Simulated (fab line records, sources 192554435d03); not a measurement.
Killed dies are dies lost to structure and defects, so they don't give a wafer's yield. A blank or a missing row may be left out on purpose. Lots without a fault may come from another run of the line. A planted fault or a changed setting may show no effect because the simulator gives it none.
Chamber matching | flow n5_finfet | N5_HKMG_FIN_ETCH_86 on rie_diel-03: 4 sister chambers
The step etches SOC in N2/H2, stops on TiN, target depth 393.2 nm. 18 wafers are shown with their chamber, then 9 later ones without.

WAFERS WITH THEIR CHAMBER
wafer  | chamber | showerhead_plenum_p_Torr (Torr) | throttle_valve_pct (%) | oes_product_au (a.u.)
L074.4 | 1       | 2.48                            | 17.61                  | 0.69
L074.5 | 3       | 2.47                            | 18.03                  | 0.79
L074.6 | 0       | 2.39                            | 17.83                  | 0.70
L078.1 | 0       | 2.39                            | 17.83                  | 0.69
L078.2 | 3       | 2.46                            | 18.08                  | 0.79
L078.4 | 2       | 2.52                            | 17.87                  | 0.69
L080.1 | 1       | 2.48                            | 17.11                  | 0.94
L080.2 | 2       | 2.52                            | 17.90                  | 0.69
L080.5 | 2       | 2.52                            | 17.90                  | 0.69
L081.2 | 1       | 2.48                            | 17.12                  | 0.94
L081.3 | 3       | 2.46                            | 18.10                  | 0.77
L081.6 | 0       | 2.38                            | 17.86                  | 0.68
L083.3 | 3       | 2.45                            | 18.09                  | 0.77
L083.5 | 3       | 2.45                            | 18.09                  | 0.77
L083.6 | 2       | 2.52                            | 17.91                  | 0.69
L088.1 | 1       | 2.47                            | 17.15                  | 0.87
L088.2 | 3       | 2.45                            | 18.11                  | 0.76
L088.5 | 3       | 2.45                            | 18.13                  | 0.75

SIGNATURES (means of the wafers above)
reading                  | chamber 0 | chamber 1 | chamber 2 | chamber 3 | scatter within a chamber
showerhead_plenum_p_Torr | 2.3867    | 2.4775    | 2.5200    | 2.4557    | 0.00605
throttle_valve_pct       | 17.8400   | 17.2475   | 17.8950   | 18.0900   | 0.114
oes_product_au           | 0.6900    | 0.8600    | 0.6900    | 0.7714    | 0.0556
Rule: a wafer's distance from a chamber is the root of the sum, over the readings, of the square of ((its reading less the chamber's mean) divided by the reading's scatter). The wafer belongs to the nearest chamber; if the next one is less than 2 further off, it can't be placed. The scatter: the root of (the sum of the squares of (reading less its chamber's mean) over the shown wafers, divided by (wafers less chambers)).

WAFERS WITHOUT THEIR CHAMBER
wafer  | showerhead_plenum_p_Torr (Torr) | throttle_valve_pct (%) | oes_product_au (a.u.)
L090.1 | 2.51                            | 17.93                  | 0.67
L090.4 | 2.45                            | 18.12                  | 0.76
L090.5 | 2.45                            | 18.12                  | 0.75
L092.1 | 2.51                            | 17.93                  | 0.67
L092.4 | 2.45                            | 18.12                  | 0.75
L092.6 | 2.45                            | 18.13                  | 0.75
L097.3 | 2.51                            | 17.48                  | 0.95
L097.4 | 2.69                            | 17.52                  | 0.87
L097.6 | 2.44                            | 18.14                  | 0.74

WHICH CHAMBER EACH WENT THROUGH
wafer  | from the rows above     | in truth
L090.1 | 2                       | 2
L090.4 | 3                       | 3
L090.5 | 3                       | 3
L092.1 | 2                       | 2
L092.4 | 3                       | 3
L092.6 | 3                       | 3
L097.3 | can't be placed: 1 or 2 | 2
L097.4 | 2                       | 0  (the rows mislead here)
L097.6 | 3                       | 3
Placed correctly: 7 of 9. Can't be placed from these rows: 1 (the true chamber is among the candidates in 1). Placed wrongly: 1.
